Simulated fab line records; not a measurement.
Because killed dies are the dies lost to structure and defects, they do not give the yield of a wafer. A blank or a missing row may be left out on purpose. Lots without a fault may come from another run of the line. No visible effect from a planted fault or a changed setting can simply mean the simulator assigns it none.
Split-lot study / flow n5-finfet / 39 wafers read from 7 lots, route of 1938 steps

ABOUT THE SPLIT
At N5_FIN_SAQP_FIN_ETCH_36 (etches the open film in HBr/Cl2/O2, target depth 120 nm, time 50.4 s), the setting icp-w was moved away from the recipe's 800 W on 12 of the 39 wafers read, by -16.1% to -7.9%. For the rest of the wafers, this setting stayed at what the recipe calls for.

FROM THE SPLIT TO THE READING: what the file shows between them, 3 steps
- N5_FIN_SAQP_PRECLEAN_38: cleans in O3/DIW, time 45 s
- N5_FIN_SAQP_PRECLEAN_45: cleans in dHF, time 10 s
- N5_FIN_SAQP_SRD_39: time 30 s

THE READING
trench-depth-nm, in nm, at N5_FIN_SAQP_OCD_MEAS_76. On this fab line, fault-free wafers typically give 120.4 nm with a standard deviation of 1.3 nm.

wafer=L075.1; tool, chamber at the split=rie-si-04, 3; icp-w as run, W=800; against the recipe=recipe; trench-depth-nm, nm=121.5; against lot-mates on the recipe=-
wafer=L075.2; tool, chamber at the split=rie-si-04, 1; icp-w as run, W=800; against the recipe=recipe; trench-depth-nm, nm=122.5; against lot-mates on the recipe=-
wafer=L075.3; tool, chamber at the split=rie-si-04, 0; icp-w as run, W=674.4; against the recipe=-15.7%; trench-depth-nm, nm=111.9; against lot-mates on the recipe=-10.5
wafer=L075.4; tool, chamber at the split=rie-si-04, 2; icp-w as run, W=674.4; against the recipe=-15.7%; trench-depth-nm, nm=112.3; against lot-mates on the recipe=-10.1
wafer=L075.5; tool, chamber at the split=rie-si-04, 1; icp-w as run, W=800; against the recipe=recipe; trench-depth-nm, nm=123.1; against lot-mates on the recipe=-
wafer=L075.6; tool, chamber at the split=rie-si-04, 0; icp-w as run, W=674.4; against the recipe=-15.7%; trench-depth-nm, nm=113.2; against lot-mates on the recipe=-9.2
wafer=L078.1; tool, chamber at the split=rie-si-03, 0; icp-w as run, W=800; against the recipe=recipe; trench-depth-nm, nm=121.3; against lot-mates on the recipe=-
wafer=L078.2; tool, chamber at the split=rie-si-03, 1; icp-w as run, W=800; against the recipe=recipe; trench-depth-nm, nm=120.0; against lot-mates on the recipe=-
wafer=L078.3; tool, chamber at the split=rie-si-03, 3; icp-w as run, W=800; against the recipe=recipe; trench-depth-nm, nm=123.4; against lot-mates on the recipe=-
wafer=L078.4; tool, chamber at the split=rie-si-03, 2; icp-w as run, W=800; against the recipe=recipe; trench-depth-nm, nm=122.0; against lot-mates on the recipe=-
wafer=L078.5; tool, chamber at the split=rie-si-03, 1; icp-w as run, W=800; against the recipe=recipe; trench-depth-nm, nm=119.8; against lot-mates on the recipe=-
wafer=L078.6; tool, chamber at the split=rie-si-03, 2; icp-w as run, W=800; against the recipe=recipe; trench-depth-nm, nm=121.3; against lot-mates on the recipe=-
wafer=L079.1; tool, chamber at the split=rie-si-01, 3; icp-w as run, W=800; against the recipe=recipe; trench-depth-nm, nm=118.3; against lot-mates on the recipe=-
wafer=L079.2; tool, chamber at the split=rie-si-01, 0; icp-w as run, W=736.8; against the recipe=-7.9%; trench-depth-nm, nm=116.1; against lot-mates on the recipe=-3.2
wafer=L079.3; tool, chamber at the split=rie-si-01, 1; icp-w as run, W=736.8; against the recipe=-7.9%; trench-depth-nm, nm=116.1; against lot-mates on the recipe=-3.2
wafer=L079.4; tool, chamber at the split=rie-si-01, 2; icp-w as run, W=736.8; against the recipe=-7.9%; trench-depth-nm, nm=116.6; against lot-mates on the recipe=-2.7
wafer=L079.5; tool, chamber at the split=rie-si-01, 3; icp-w as run, W=800; against the recipe=recipe; trench-depth-nm, nm=118.6; against lot-mates on the recipe=-
wafer=L079.6; tool, chamber at the split=rie-si-01, 0; icp-w as run, W=800; against the recipe=recipe; trench-depth-nm, nm=121.1; against lot-mates on the recipe=-
wafer=L084.1; tool, chamber at the split=rie-si-01, 1; icp-w as run, W=697.9; against the recipe=-12.8%; trench-depth-nm, nm=114.4; against lot-mates on the recipe=-5.9
wafer=L084.2; tool, chamber at the split=rie-si-01, 0; icp-w as run, W=800; against the recipe=recipe; trench-depth-nm, nm=119.7; against lot-mates on the recipe=-
wafer=L084.3; tool, chamber at the split=rie-si-01, 2; icp-w as run, W=800; against the recipe=recipe; trench-depth-nm, nm=120.4; against lot-mates on the recipe=-
wafer=L084.4; tool, chamber at the split=rie-si-01, 3; icp-w as run, W=697.9; against the recipe=-12.8%; trench-depth-nm, nm=111.4; against lot-mates on the recipe=-8.9
wafer=L084.5; tool, chamber at the split=rie-si-01, 0; icp-w as run, W=697.9; against the recipe=-12.8%; trench-depth-nm, nm=112.6; against lot-mates on the recipe=-7.7
wafer=L084.6; tool, chamber at the split=rie-si-01, 1; icp-w as run, W=800; against the recipe=recipe; trench-depth-nm, nm=120.9; against lot-mates on the recipe=-
wafer=L092.1; tool, chamber at the split=rie-si-03, 1; icp-w as run, W=800; against the recipe=recipe; trench-depth-nm, nm=118.2; against lot-mates on the recipe=-
wafer=L092.2; tool, chamber at the split=rie-si-03, 2; icp-w as run, W=800; against the recipe=recipe; trench-depth-nm, nm=118.4; against lot-mates on the recipe=-
wafer=L092.3; tool, chamber at the split=rie-si-03, 3; icp-w as run, W=800; against the recipe=recipe; trench-depth-nm, nm=121.0; against lot-mates on the recipe=-
wafer=L092.4; tool, chamber at the split=rie-si-03, 0; icp-w as run, W=800; against the recipe=recipe; trench-depth-nm, nm=120.5; against lot-mates on the recipe=-
wafer=L092.5; tool, chamber at the split=rie-si-03, 2; icp-w as run, W=800; against the recipe=recipe; trench-depth-nm, nm=120.0; against lot-mates on the recipe=-
wafer=L092.6; tool, chamber at the split=rie-si-03, 1; icp-w as run, W=800; against the recipe=recipe; trench-depth-nm, nm=118.9; against lot-mates on the recipe=-
wafer=L094.1; tool, chamber at the split=rie-si-04, 3; icp-w as run, W=671.4; against the recipe=-16.1%; trench-depth-nm, nm=111.6; against lot-mates on the recipe=-9.7
wafer=L094.2; tool, chamber at the split=rie-si-04, 2; icp-w as run, W=671.4; against the recipe=-16.1%; trench-depth-nm, nm=111.4; against lot-mates on the recipe=-9.9
wafer=L094.3; tool, chamber at the split=rie-si-04, 1; icp-w as run, W=800; against the recipe=recipe; trench-depth-nm, nm=122.5; against lot-mates on the recipe=-
wafer=L094.4; tool, chamber at the split=rie-si-04, 0; icp-w as run, W=671.4; against the recipe=-16.1%; trench-depth-nm, nm=111.1; against lot-mates on the recipe=-10.2
wafer=L094.5; tool, chamber at the split=rie-si-04, 2; icp-w as run, W=800; against the recipe=recipe; trench-depth-nm, nm=119.7; against lot-mates on the recipe=-
wafer=L094.6; tool, chamber at the split=rie-si-04, 1; icp-w as run, W=800; against the recipe=recipe; trench-depth-nm, nm=121.6; against lot-mates on the recipe=-
wafer=L095.2; tool, chamber at the split=rie-si-01, 1; icp-w as run, W=800; against the recipe=recipe; trench-depth-nm, nm=121.0; against lot-mates on the recipe=-
wafer=L095.3; tool, chamber at the split=rie-si-01, 2; icp-w as run, W=800; against the recipe=recipe; trench-depth-nm, nm=118.9; against lot-mates on the recipe=-
wafer=L095.6; tool, chamber at the split=rie-si-01, 0; icp-w as run, W=800; against the recipe=recipe; trench-depth-nm, nm=118.3; against lot-mates on the recipe=-

FIT RESULTS
A straight line over all 39 wafers: trench-depth-nm changes by +0.552 nm for each +1% of icp-w; r = +0.93; the points scatter about the line by 1.4 nm.
The same after taking each lot's own level away (the mean of its wafers on the recipe; 39 wafers): +0.602 nm for each +1%; r = +0.96; scatter 1.1 nm.
Per that fit: largest icp-w move, reading shift of 9.7 nm.
Across the lots, their own levels run from 119.33 to 122.37 nm, a range of 2.3 times the standard deviation given above.
The two slopes agree, so the slope changes little with the lot-to-lot level.
Check: for one of the wafers moved furthest among these (-16.1%), held out of the fit, the line's prediction against its lot-mates is -9.58 nm. It came out at -9.67 nm against them.

FURTHER SPLITS ON THESE WAFERS
These wafers also went through other splits before the reading. Each is held against what the fit with the lots' levels taken away leaves over:
other split on the same wafers=N5_WELL_APT_EXPOSE_05 dose-mj; wafers away from the commonest value=18; r with trench-depth-nm (lot level and that fit taken away)=-0.12
other split on the same wafers=N5_PMOS_HMC_CHANNEL_EPI_EPI_20 pressure-torr; wafers away from the commonest value=30; r with trench-depth-nm (lot level and that fit taken away)=-0.05

THE WHOLE CHAIN: every reading that the file lists as answering this split, in the file's order
step=N5_FIN_SAQP_FIN_ETCH_36; what it does=etches the open film in HBr/Cl2/O2, target depth 120 nm, time 50.4 s; reading=etch.depth-nm (the simulator's own value, which no gauge read); change (the file's fit)=+0.614 nm for each +1% of the setting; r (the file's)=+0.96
step=N5_FIN_SAQP_FIN_ETCH_36; what it does=etches the open film in HBr/Cl2/O2, target depth 120 nm, time 50.4 s; reading=FIN_SAQP.feature-depth-nm (the simulator's own value, which no gauge read); change (the file's fit)=+0.61 nm for each +1% of the setting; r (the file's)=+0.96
step=N5_FIN_SAQP_OCD_MEAS_76; what it does=; reading=trench-depth-nm; change (the file's fit)=+0.596 nm for each +1% of the setting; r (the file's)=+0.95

FILE'S OWN FIT
trench-depth-nm changes by +0.596 nm for each +1% of icp-w, r = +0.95.
